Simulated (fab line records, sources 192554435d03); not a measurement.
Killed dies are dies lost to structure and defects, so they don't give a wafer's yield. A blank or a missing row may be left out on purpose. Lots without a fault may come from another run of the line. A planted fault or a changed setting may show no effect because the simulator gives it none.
fab line records | flow n5_finfet | part 1 of 2: steps 1 to 18 of 32
record lots=5 wafers=15 last_day=17
route steps=1938 shown BEOL_M15@1818 PASS1_DEP@1831 MIM_BOT@1832 MIM_TOP@1834 MIM_TOP_LITHO@1839
lots that met no fault: from a run of the same line without faults
start_h: hours from the record's first day to the start of the lot's first wafer shown | wait_h: hours since the lot's step before | " the same as in the row above | L1.1+2: a row that stands for several wafers | - no value, or no start given | * or withheld: withheld | < > ~ a bound
route shown NAME@n: a module of which the file shows steps, and the number in the route of the first | usual: mean/standard deviation of fault-free wafers | same: alike in all rows | chamber/n: place in a boat | sites: the reading at each site | _std_site: their standard deviation | _edge_site: outer sites' mean less inner sites' | radius_mm: how far each site lies from the wafer's centre | mask NAME#n: copy n | behind: the tool/chamber that last shaped the wafer | hold: why the lot was held/for how many hours/how that ended | device: the transistor (n, p or np) that didn't switch | end of line: the same wafers' tests at the end of the route | a step without rows: its recipe alone | killed: dies lost to structure and defects at the first sort, not the wafer's yield | map: a wafer's dies, x killed, . not, _ none there
set.NAME: the setting as run; set.NAME@STEP: as run at that earlier step | model.NAME: the simulator's own value behind a step, which no gauge read
lots at some steps of the route; a table a step, a row a wafer
services: from which hour (start_h, from the record's first day; less than 0 if before it) a tool's chamber was out of use, for how many hours, and why
## steps
# step N5_BEOL_M15_PRE_CLEAN_42
# recipe gas=H2/He time_s=30 temp_c=300
# usual heater_power_w=482/50
# columns lot.wafer tool chamber start_h wait_h heater_power_w
L077.2 pvd_sputter-01 - 300.40 0.0 546
L077.4 " - " " 484
L077.6 " - " " 541
L083.2 pvd_sputter-01 - 326.24 0.0 538
L083.3 " - " " 480
L083.4 " - " " 485
L085.3 pvd_sputter-02 - 334.22 0.0 429
L085.4 " - " " 552
L085.5 " - " " 439
L088.3 pvd_sputter-03 - 369.99 0.0 433
L088.4 " - " " 538
L088.6 " - " " 441
L095.1 pvd_sputter-02 - 392.19 0.0 374
L095.4 " - " " 544
L095.6 " - " " 572
# step N5_BEOL_M15_SPUTTER_43
# recipe material=TaN target_thk_a=150 temp_c=50 bias_v=168.6 power_w=15000 chamber_pressure_pa=0.12 time_s=24.19
# usual throttle_valve_pct=30.2/1
# columns lot.wafer tool chamber start_h wait_h throttle_valve_pct
L077.2 pvd_sputter-01 - 300.44 0.0 31.5
L077.4 " - " " 30.9
L077.6 " - " " 31.4
L083.2 pvd_sputter-01 - 326.28 0.0 29.3
L083.3 " - " " 30.8
L083.4 " - " " 31.6
L085.3 pvd_sputter-02 - 334.26 0.0 29.3
L085.4 " - " " 28.0
L085.5 " - " " 29.4
L088.3 pvd_sputter-03 - 370.03 0.0 31.4
L088.4 " - " " 30.2
L088.6 " - " " 30.9
L095.1 pvd_sputter-02 - 392.23 0.0 30.1
L095.4 " - " " 28.2
L095.6 " - " " 28.0
# step N5_BEOL_M15_SPUTTER_44
# recipe material=Ta target_thk_a=150 temp_c=50 bias_v=80 power_w=15000 chamber_pressure_pa=0.07 time_s=24.19
# usual throttle_valve_pct=30.2/1.1
# columns lot.wafer tool chamber start_h wait_h throttle_valve_pct
L077.2 pvd_sputter-01 - 300.52 0.0 31.4
L077.4 " - " " 31.1
L077.6 " - " " 31.8
L083.2 pvd_sputter-01 - 326.36 0.0 29.5
L083.3 " - " " 31.0
L083.4 " - " " 31.4
L085.3 pvd_sputter-02 - 334.34 0.0 29.2
L085.4 " - " " 28.1
L085.5 " - " " 29.2
L088.3 pvd_sputter-03 - 370.12 0.0 31.4
L088.4 " - " " 30.3
L088.6 " - " " 30.9
L095.1 pvd_sputter-02 - 392.31 0.0 29.9
L095.4 " - " " 28.2
L095.6 " - " " 28.3
# step N5_BEOL_M15_SPUTTER_45
# recipe material=Cu target_thk_a=1000 temp_c=-20 bias_v=60 power_w=26000 chamber_pressure_pa=0.13 time_s=16.67
# usual chuck_sensor_temp_C=-16.0/0.46 throttle_valve_pct=30.2/1
# columns lot.wafer tool chamber start_h wait_h chuck_sensor_temp_C throttle_valve_pct
L077.2 pvd_sputter-01 - 300.60 0.0 -16.3 31.7
L077.4 " - " " -16.4 31.1
L077.6 " - " " -16.3 31.5
L083.2 pvd_sputter-01 - 326.44 0.0 -16.1 29.3
L083.3 " - " " -16.4 31.0
L083.4 " - " " -15.8 31.2
L085.3 pvd_sputter-02 - 334.42 0.0 -15.1 29.2
L085.4 " - " " -15.4 28.3
L085.5 " - " " -15.2 29.7
L088.3 pvd_sputter-03 - 370.20 0.0 -15.9 31.3
L088.4 " - " " -16.2 30.4
L088.6 " - " " -16.5 31.0
L095.1 pvd_sputter-02 - 392.39 0.0 -16.3 30.0
L095.4 " - " " -15.5 28.1
L095.6 " - " " -15.5 28.2
# step N5_BEOL_M15_ECD_47
# recipe material=Cu target_thk_a=18600
# columns lot.wafer tool chamber start_h wait_h
L077.2+4+6 ecd_cu-01 0,1,0 300.72 0.1
L083.2+3+4 ecd_cu-01 1,1,0 326.56 0.1
L085.3+4+5 ecd_cu-02 0,1,1 334.61 0.2
L088.3+4+6 ecd_cu-01 0,1,1 370.40 0.2
L095.1+4+6 ecd_cu-02 0,1,0 392.50 0.1
# step N5_BEOL_M15_ANNEAL_48
# recipe temp_c=225 time_s=90 ambient=N2
# usual wafer_temp_C_max=226.1/0.32
# columns lot.wafer tool chamber start_h wait_h wafer_temp_C_max
L077.2 rtp_anneal-01 0 301.01 0.2 225.8
L077.4 " 0 " " 226.1
L077.6 " 0 " " 225.9
L083.2 rtp_anneal-02 0 326.85 0.2 226.1
L083.3 " 0 " " 226.1
L083.4 " 0 " " 226.2
L085.3 rtp_anneal-01 0 334.88 0.2 225.8
L085.4 " 0 " " 225.5
L085.5 " 0 " " 225.6
L088.3 rtp_anneal-02 0 370.66 0.2 226.3
L088.4 " 0 " " 226.4
L088.6 " 0 " " 226.4
L095.1 rtp_anneal-01 0 392.75 0.2 225.6
L095.4 " 0 " " 225.9
L095.6 " 0 " " 226.5
# step N5_BEOL_M15_CMP_49
# recipe stop_on=SiO2 t_overpolish_s=4.9 down_force_psi=2 platen_rpm=80 clearing_platen_down_force_psi=2 clearing_platen_rpm=80 post_cmp_clean=cu_alkaline target_thk_nm=850 clearing_platen_pad_velocity_m_s=1.5917 pad_velocity_m_s=1.5917
# usual barrier_field_endpoint_s=11.30/0.24 motor_current_A=8.1/0.64 overpolish_run_s=4.898/0.0094 platen_rpm=80.00/0.056 slurry_flow_ml_min=150.0/0.48
# same t_overpolish_s=4.9
# columns lot.wafer tool chamber start_h wait_h barrier_field_endpoint_s motor_current_A overpolish_run_s platen_rpm slurry_flow_ml_min
L077.2 cmp-03 3 301.30 0.2 11.01 8.3 4.893 80.05 150.6
L077.4 " 1 " " 11.19 7.6 4.904 80.01 149.3
L077.6 " 2 " " 11.19 6.9 4.899 80.10 150.3
L083.2 cmp-04 3 327.10 0.2 11.51 7.8 4.899 80.14 150.9
L083.4 " 0 " " 11.43 9.5 4.884 79.98 149.1
L083.3 " 2 " " 11.34 8.2 4.907 80.06 151.0
L085.3 cmp-04 2 335.08 0.2 11.58 8.3 4.901 80.02 150.0
L085.4 " 0 " " 11.37 9.3 4.896 79.96 149.2
L085.5 " 3 " " 11.32 7.8 4.880 80.05 150.1
L088.4 cmp-03 1 370.88 0.1 11.18 7.8 4.898 79.97 149.6
L088.3 " 2 " " 11.00 6.8 4.891 80.03 150.0
L088.6 " 1 " " 11.30 8.3 4.892 80.00 149.7
L095.4 cmp-02 1 393.04 0.1 11.76 7.7 4.897 80.11 149.6
L095.1 " 0 " " 11.57 7.7 4.878 80.05 150.2
L095.6 " 1 " " 11.22 8.2 4.891 80.06 149.6
# step N5_BEOL_M15_THK_MEAS_50
# recipe thk_meas_gauge=xrf reads=Cu_of_BEOL_M15_ECD_47
# usual M15_THK=848/18
# columns lot.wafer tool chamber start_h wait_h M15_THK[nm]
L077.2 film_metro-02 - 301.56 - 826
L077.4 " - " " 856
L077.6 " - " " 853
L083.2 film_metro-02 - 327.39 - 828
L083.3 " - " " 869
L083.4 " - " " 862
L085.3 film_metro-02 - 335.38 - 821
L085.4 " - " " 853
L085.5 " - " " 847
L088.3 film_metro-02 - 371.18 - 850
L088.4 " - " " 846
L088.6 " - " " 839
L095.1 film_metro-01 - 393.34 - 847
L095.4 " - " " 860
L095.6 " - " " 852
# step N5_BEOL_M15_PRE_CLEAN_52
# recipe gas=NH3 time_s=15 temp_c=withheld rf_power_w=300
# columns lot.wafer tool chamber start_h wait_h
L077.2+4+6 pecvd-04 2,2,0 301.59 0.0
L083.2+3+4 pecvd-01 1,1,0 327.43 0.0
L085.3+4+5 pecvd-03 0,0,2 335.41 0.0
L088.3+4+6 pecvd-04 0,0,2 371.21 0.0
L095.1+4+6 pecvd-04 1,1,0 393.37 0.0
# step N5_BEOL_M15_DEP_53
# recipe material=SiCN target_thk_a=500 temp_c=withheld precursor=3MS/NH3 pressure_torr=3 rf_w=675 time_s=17.8
# usual showerhead_plenum_p_Torr=4.169/0.025 throttle_valve_pct=18.4/0.7
# columns lot.wafer tool chamber start_h wait_h showerhead_plenum_p_Torr throttle_valve_pct
L077.2 pecvd-04 2 301.62 0.0 4.188 18.1
L077.4 " 2 " " 4.189 18.2
L077.6 " 0 " " 4.213 18.8
L083.2 pecvd-01 1 327.47 0.0 4.157 18.6
L083.3 " 1 " " 4.153 18.3
L083.4 " 0 " " 4.158 18.1
L085.3 pecvd-03 0 335.44 0.0 4.177 18.1
L085.4 " 0 " " 4.176 18.0
L085.5 " 2 " " 4.145 17.6
L088.3 pecvd-04 0 371.24 0.0 4.204 18.9
L088.4 " 0 " " 4.210 18.7
L088.6 " 2 " " 4.204 18.5
L095.1 pecvd-04 1 393.40 0.0 4.132 19.8
L095.4 " 1 " " 4.117 20.1
L095.6 " 0 " " 4.221 19.0
# step N5_BEOL_M15_RS_MEAS_54
# recipe thk_meas_gauge=four-point-probe reads=Cu_of_BEOL_M15_ECD_47+Ta_of_BEOL_M15_SPUTTER_44+TaN_of_BEOL_M15_SPUTTER_43
# usual M15_RS=0.0216/0.00044
# columns lot.wafer tool chamber start_h wait_h M15_RS[ohm/sq]
L077.2 film_metro-02 - 301.68 0.1 0.0223
L077.4 " - " " 0.0216
L077.6 " - " " 0.0216
L083.2 film_metro-02 - 327.55 0.1 0.0222
L083.3 " - " " 0.0211
L083.4 " - " " 0.0214
L085.3 film_metro-02 - 335.51 0.1 0.0223
L085.4 " - " " 0.0215
L085.5 " - " " 0.0216
L088.3 film_metro-01 - 371.30 0.1 0.0216
L088.4 " - " " 0.0216
L088.6 " - " " 0.0218
L095.1 film_metro-01 - 393.47 0.0 0.0214
L095.4 " - " " 0.0211
L095.6 " - " " 0.0214
# step N5_BEOL_M15_INSPECT_55
# recipe inspect_instrument=darkfield mode=post_dep
# usual raw_defect_count=69/23
# columns lot.wafer tool chamber start_h wait_h raw_defect_count
L077.2 defect_inspect-02 - 301.71 0.0 94
L077.4 " - " " 92
L077.6 " - " " 109
L083.2 defect_inspect-01 - 327.58 0.0 50
L083.3 " - " " 59
L083.4 " - " " 57
L085.3 defect_inspect-02 - 335.53 0.0 70
L085.4 " - " " 140
L085.5 " - " " 71
L088.3 defect_inspect-01 - 371.33 0.0 56
L088.4 " - " " 85
L088.6 " - " " 105
L095.1 defect_inspect-02 - 393.49 0.0 60
L095.4 " - " " 55
L095.6 " - " " 43
# step N5_BEOL_M15_RC_MEAS_101
# usual COMB_M10=1.5e-11/2.9e-12 COMB_M11=1.5e-11/2.8e-12 COMB_M12=6.7e-12/1.4e-12 COMB_M13=5.5e-12/1e-12 COMB_M14=3.9e-12/7.2e-13 COMB_M15=2.9e-12/5.9e-13 COMB_M5=3.6e-11/7.1e-12 COMB_M6=2.6e-11/4.4e-12 COMB_M6_max_site=3.8e-11/7.6e-12 COMB_M7=2.7e-11/5.1e-12 COMB_M8=2.7e-11/5.9e-12 COMB_M9=1.49e-11/2.7e-12 SERP_M10=3.06/0.09 SERP_M11=3.10/0.076 SERP_M12=0.641/0.017 SERP_M13=0.307/0.0068 SERP_M14=0.161/0.0039 SERP_M5=39.2/1.7 SERP_M6=13.8/0.68 SERP_M7=13.9/0.57 SERP_M8=13.9/0.55 SERP_M9=3.08/0.094
# columns lot.wafer tool chamber start_h wait_h COMB_M10[S/m] COMB_M11[S/m] COMB_M12[S/m] COMB_M13[S/m] COMB_M14[S/m] COMB_M15[S/m] COMB_M5[S/m] COMB_M6[S/m] COMB_M6_max_site[S/m] COMB_M7[S/m] COMB_M8[S/m] COMB_M9[S/m] SERP_M10[ohm/um] SERP_M11[ohm/um] SERP_M12[ohm/um] SERP_M13[ohm/um] SERP_M14[ohm/um] SERP_M5[ohm/um] SERP_M6[ohm/um] SERP_M7[ohm/um] SERP_M8[ohm/um] SERP_M9[ohm/um]
L077.2 prober-01 0 301.89 0.2 1.34e-11 2.39e-11 6.1e-12 6.6e-12 4.4e-12 3.9e-12 3.8e-11 2.5e-11 3.6e-11 2e-11 1.6e-11 1.6e-11 3.02 3.04 0.645 0.304 0.160 40.2 14.2 13.8 12.9 3.06
L077.4 " 0 " " 1.5e-11 1.96e-11 7.8e-12 7.1e-12 5.3e-12 3.5e-12 3.4e-11 2.2e-11 3.4e-11 2.7e-11 2.9e-11 1.59e-11 2.90 3.09 0.644 0.310 0.160 38.0 14.2 13.4 14.1 3.12
L077.6 " 0 " " 1.45e-11 1.48e-11 5.2e-12 5.1e-12 4.6e-12 3.4e-12 3.3e-11 2.4e-11 3e-11 1.9e-11 2.3e-11 1.77e-11 3.04 3.09 0.655 0.296 0.159 41.6 14.0 13.7 14.3 3.06
L083.2 prober-02 0 327.76 0.2 1.31e-11 9.7e-12 7e-12 5.8e-12 3.1e-12 2.2e-12 2.9e-11 2.3e-11 3.3e-11 3.1e-11 3.1e-11 1.35e-11 3.10 3.01 0.645 0.304 0.160 38.0 13.8 13.7 14.7 3.09
L083.3 " 0 " " 1.05e-11 1.44e-11 8e-12 4.6e-12 3.7e-12 2e-12 2.4e-11 3e-11 3.6e-11 3.5e-11 2.5e-11 1.43e-11 3.14 3.13 0.622 0.303 0.154 38.0 13.3 13.1 13.5 3.09
L083.4 " 0 " " 1.43e-11 1.47e-11 6.4e-12 4.6e-12 4.6e-12 2.4e-12 4.2e-11 2.4e-11 3.2e-11 2.4e-11 2.5e-11 1.63e-11 3.11 3.11 0.635 0.291 0.158 38.9 13.8 14.4 14.9 3.03
L085.3 prober-02 0 335.87 0.3 1.56e-11 1.56e-11 5.3e-12 5.6e-12 3.1e-12 2.1e-12 3.2e-11 2.4e-11 3.4e-11 2.9e-11 2.2e-11 1.82e-11 3.04 3.06 0.666 0.302 0.162 38.3 13.7 13.4 14.2 3.23
L085.4 " 0 " " 1.77e-11 1.18e-11 5.9e-12 5.9e-12 3.1e-12 2.5e-12 5.5e-11 2.5e-11 3e-11 2.7e-11 2.1e-11 1.93e-11 3.01 3.38 0.639 0.305 0.168 38.2 14.5 13.7 13.8 3.09
L085.5 " 0 " " 1.57e-11 1.7e-11 5.3e-12 4.1e-12 2.5e-12 2.4e-12 4.7e-11 3.1e-11 3.6e-11 3.4e-11 2.1e-11 1.4e-11 3.19 3.17 0.672 0.301 0.160 38.0 13.4 14.5 13.3 3.19
L088.3 prober-01 0 371.66 0.3 1.88e-11 1.55e-11 4.5e-12 4.1e-12 3.6e-12 2.6e-12 3.4e-11 2.9e-11 3.5e-11 2.6e-11 3.1e-11 1.32e-11 3.15 3.04 0.604 0.309 0.162 38.0 14.1 13.2 13.3 3.09
L088.4 " 0 " " 1.26e-11 1.85e-11 8.1e-12 6.3e-12 4.5e-12 2.5e-12 3e-11 2.3e-11 3.4e-11 3.1e-11 3.2e-11 1.49e-11 3.09 3.04 0.594 0.289 0.161 36.8 14.0 12.9 13.0 2.99
L088.6 " 0 " " 1.83e-11 1.79e-11 8.6e-12 6.6e-12 3.4e-12 3e-12 3.4e-11 2.7e-11 4.6e-11 2.7e-11 3.6e-11 1.68e-11 3.16 3.04 0.640 0.293 0.158 36.7 14.9 13.8 13.3 2.98
L095.1 prober-02 0 393.52 0.0 1.39e-11 2.26e-11 6.8e-12 4.3e-12 4.6e-12 2.6e-12 3.1e-11 2.2e-11 3.6e-11 3e-11 2.9e-11 2.29e-11 3.33 3.20 0.646 0.304 0.161 37.6 12.8 12.8 14.0 3.04
L095.4 " 0 " " 1.42e-11 1.58e-11 5.7e-12 3.4e-12 4e-12 2.8e-12 3.3e-11 2.7e-11 4.2e-11 3.7e-11 3.3e-11 1.43e-11 3.10 3.10 0.640 0.306 0.165 38.9 13.4 14.1 13.5 3.02
L095.6 " 0 " " 1.28e-11 1.84e-11 6.7e-12 6e-12 3.9e-12 2.9e-12 3.2e-11 2e-11 3e-11 3.1e-11 2.7e-11 1.29e-11 3.15 3.01 0.623 0.308 0.157 39.3 12.9 13.8 15.1 2.94
# step N5_PASSIVATION_PECVD_00
# recipe material=SiO2 target_thk_a=2000 temp_c=400 precursor=SiH4/N2O pressure_torr=2.7 rf_w=608 time_s=11.2
# usual heater_power_outer_w=426/67 heater_power_w=711/110 showerhead_plenum_p_Torr=8.18/0.045 throttle_valve_pct=51.0/1.2
# columns lot.wafer tool chamber start_h wait_h heater_power_outer_w heater_power_w showerhead_plenum_p_Torr throttle_valve_pct
L077.2 pecvd-01 2 302.70 0.7 433 713 8.25 50.2
L077.4 " 1 " " 376 562 8.13 52.5
L077.6 " 2 " " 436 713 8.23 49.9
L083.2 pecvd-01 1 328.56 0.7 391 597 8.13 52.7
L083.3 " 0 " " 518 833 8.15 51.3
L083.4 " 1 " " 400 603 8.11 52.2
L085.3 pecvd-03 1 336.52 0.5 474 848 8.24 52.7
L085.4 " 0 " " 405 705 8.22 51.5
L085.5 " 2 " " 273 498 8.12 49.9
L088.3 pecvd-01 0 372.32 0.5 536 886 8.16 51.3
L088.4 " 1 " " 414 606 8.10 52.2
L088.6 " 2 " " 453 748 8.21 50.4
L095.1 pecvd-03 1 394.48 0.8 487 847 8.25 52.6
L095.4 " 1 " " 498 858 8.27 53.1
L095.6 " 1 " " 503 872 8.24 52.8
# step N5_MIM_BOT_DEGAS_01
# recipe ambient=vacuum temp_c=300 time_s=60
# usual heater_power_w=473/56
# columns lot.wafer tool chamber start_h wait_h heater_power_w
L077.2 pvd_sputter-03 - 303.30 0.6 444
L077.4 " - " " 520
L077.6 " - " " 528
L083.2 pvd_sputter-02 - 329.99 1.4 549
L083.3 " - " " 444
L083.4 " - " " 373
L085.3 pvd_sputter-01 - 337.81 1.3 489
L085.4 " - " " 535
L085.5 " - " " 488
L088.3 pvd_sputter-02 - 375.60 3.3 453
L088.4 " - " " 380
L088.6 " - " " 463
L095.1 pvd_sputter-03 - 395.55 1.1 459
L095.4 " - " " 528
L095.6 " - " " 429
# step N5_MIM_BOT_SPUTTER_00
# recipe material=TiN target_thk_a=350 temp_c=200 power_w=3000 chamber_pressure_pa=0.49996 gas=Ar reactive_partial_pa=0.37997 time_s=89.7
# usual throttle_valve_pct=30.0/1.1
# columns lot.wafer tool chamber start_h wait_h throttle_valve_pct
L077.2 pvd_sputter-03 - 303.34 0.0 31.0
L077.4 " - " " 30.3
L077.6 " - " " 30.5
L083.2 pvd_sputter-02 - 330.03 0.0 28.1
L083.3 " - " " 29.1
L083.4 " - " " 29.8
L085.3 pvd_sputter-01 - 337.85 0.0 30.9
L085.4 " - " " 29.3
L085.5 " - " " 31.1
L088.3 pvd_sputter-02 - 375.64 0.0 29.5
L088.4 " - " " 29.9
L088.6 " - " " 29.5
L095.1 pvd_sputter-03 - 395.59 0.0 29.3
L095.4 " - " " 30.2
L095.6 " - " " 31.0
# step N5_MIM_TOP_ALD_00
# recipe material=Al2O3 target_thk_a=* temp_c=withheld ald_precursor_family=TMA ald_co_reactant=O3 pulse_time_s=withheld purge_time_s=3 co_reactant_purge_time_s=withheld co_reactant_pulse_time_s=3 ald_cycles=withheld
# usual precursor_pulse_height_rel=0.999/0.02
# columns lot.wafer tool chamber start_h wait_h precursor_pulse_height_rel
L077.2 ald_hk-03 1 303.44 0.1 1.006
L077.4 " 3 " " 0.984
L077.6 " 0 " " 1.002
L083.2 ald_hk-02 0 330.13 0.1 1.013
L083.3 " 3 " " 0.971
L083.4 " 1 " " 1.055
L085.3 ald_hk-03 3 337.97 0.1 0.986
L085.4 " 2 " " 0.997
L085.5 " 2 " " 1.008
L088.3 ald_hk-01 2 375.74 0.1 0.977
L088.4 " 1 " " 1.013
L088.6 " 0 " " 0.953
L095.1 ald_hk-02 3 395.70 0.1 1.016
L095.4 " 0 " " 0.963
L095.6 " 1 " " 0.977
# step N5_MIM_TOP_ALD_01
# recipe material=HfO2 target_thk_a=56 temp_c=withheld ald_precursor_family=Hf-amide ald_co_reactant=O3 pulse_time_s=1 purge_time_s=3 co_reactant_purge_time_s=2 co_reactant_pulse_time_s=3 ald_cycles=62
# usual precursor_pulse_height_rel=1.002/0.02
# columns lot.wafer tool chamber start_h wait_h precursor_pulse_height_rel
L077.2 ald_hk-03 1 - - 0.955
L077.4 " 3 " " 0.993
L077.6 " 0 " " 0.995
L083.2 ald_hk-02 0 - - 1.011
L083.3 " 3 " " 1.014
L083.4 " 1 " " 1.005
L085.3 ald_hk-03 3 - - 0.992
L085.4 " 2 " " 1.011
L085.5 " 2 " " 1.015
L088.3 ald_hk-01 2 - - 1.008
L088.4 " 1 " " 1.009
L088.6 " 0 " " 1.014
L095.1 ald_hk-02 3 - - 0.981
L095.4 " 0 " " 1.002
L095.6 " 1 " " 0.996
